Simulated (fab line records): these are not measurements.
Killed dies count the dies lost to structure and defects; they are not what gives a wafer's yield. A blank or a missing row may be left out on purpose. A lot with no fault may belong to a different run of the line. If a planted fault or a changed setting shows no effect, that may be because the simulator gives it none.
Problem report, 8D (eight disciplines) form, completed by code    flow nand harc    the parts of the form that need people (team, actions taken, sign-off) are left out

## 1. THE PROBLEM
run length s at NHARC_THIN_TSV_ETCHBACK_48 reads a mean of 306.1 s on 2 wafers of 1 lot; wafers without a fault read 426.6 s with a standard deviation of 0.51. That is -99 or more standard deviations from the usual mean.
The step: etches the open film in C4F8/Ar, target depth 1028.5 nm, time 405.17 s.
Seen first at day 31 05:10 on rie diel-03, wafer L819.1. At this step, 39 wafers from 13 lots have a number in the record. Rule for "out" (also "out of limits"): further than 4 standard deviations from the usual mean. The rest of the wafers with a number are treated as sound.

## 2. WHAT IT IS, AND WHAT IT ISN'T
question                     is                 is not
which readings at this step  run length s       oes product au, rf vpp V
which lots                   L819               L801, L802, L803, L804, L805, L806, L807, L808, L809, L810, L814, L823
which wafers of those lots   L819.1, L819.4     L819.6
read on which tools          rie diel-03        rie diel-07, rie diel-10
when                         from day 31 05:10  up to then (34 sound wafers); but 3 sound wafers of L823 came after

## 3. SUSPECTS, AND WHAT RULES EACH OUT
Counting: a tool at a process step up to the reading stays a suspect if it ran every lot that is out. Sound lots after the first of them don't rule it out here, since some wafers of a struck lot are sound.
- cmp-03 at NHARC_THIN_TSV_CMP_01 (polishes): kept. The lot that is out, L819, ran on it at day 31 01:33; the last sound lot it ran before that was L809, at day 27 00:20.
- rie si-03 at NHARC_THIN_TSV_ETCH_15 (target depth 3000 nm, bosch target overetch cycles 2, bosch etch step 2.8 s): kept. The lot that is out, L819, ran on it at day 31 03:39; the last sound lot it ran before that was L814, at day 29 00:12.
- rie diel-03 at NHARC_THIN_TSV_ETCHBACK_48 (etches the open film in C4F8/Ar, target depth 1028.5 nm, time 405.17 s): kept. The lot that is out, L819, ran on it at day 31 05:10; the last sound lot it ran before that was L808, at day 27 05:00. Out on those wafers are its own readings of run length s.
- Within cmp-03 at NHARC_THIN_TSV_CMP_01: the wafers that are out ran in chambers 2, 3; their sound lot-mates ran in chamber 0.
- Within rie si-03 at NHARC_THIN_TSV_ETCH_15: the wafers that are out ran in chambers 1, 3; their sound lot-mates ran in chamber 2.
- Within rie diel-03 at NHARC_THIN_TSV_ETCHBACK_48: the wafers that are out ran in chamber 0; their sound lot-mates ran in chamber 3.
cmp-03 at NHARC_THIN_TSV_CMP_01, rie si-03 at NHARC_THIN_TSV_ETCH_15 and rie diel-03 at NHARC_THIN_TSV_ETCHBACK_48 are what is left after counting.

## 4. THE CAUSE (what the simulator had put in)
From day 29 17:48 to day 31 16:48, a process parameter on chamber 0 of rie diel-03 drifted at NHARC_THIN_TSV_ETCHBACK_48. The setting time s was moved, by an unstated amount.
After counting, 3 suspects remain, this tool included.

## 5. THE EFFECT CHAIN, in route order
Each row: a reading where the mean over the struck wafers with a number is more than 3 standard deviations away from the usual. Readings are gone through only where the record gives a usual standard deviation; hours: the median, over the lots, of the time from a lot's start at the first step in this table giving one to that lot's start at this step; sigmas: the change measured in usual standard deviations.
hours  step                        reading       usual    on struck wafers  change  sigmas
0      NHARC_THIN_TSV_ETCHBACK_48  run length s  426.6 s  306.1             -120.5  -99 or more
Process steps it contains:
- NHARC_THIN_TSV_ETCHBACK_48: etches the open film in C4F8/Ar, target depth 1028.5 nm, time 405.17 s.

## 6. HOW IT WOULD HAVE BEEN CAUGHT EARLIER
The fault began at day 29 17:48; the first out-of-limits reading in this record came at day 31 05:10, 35 hours later.
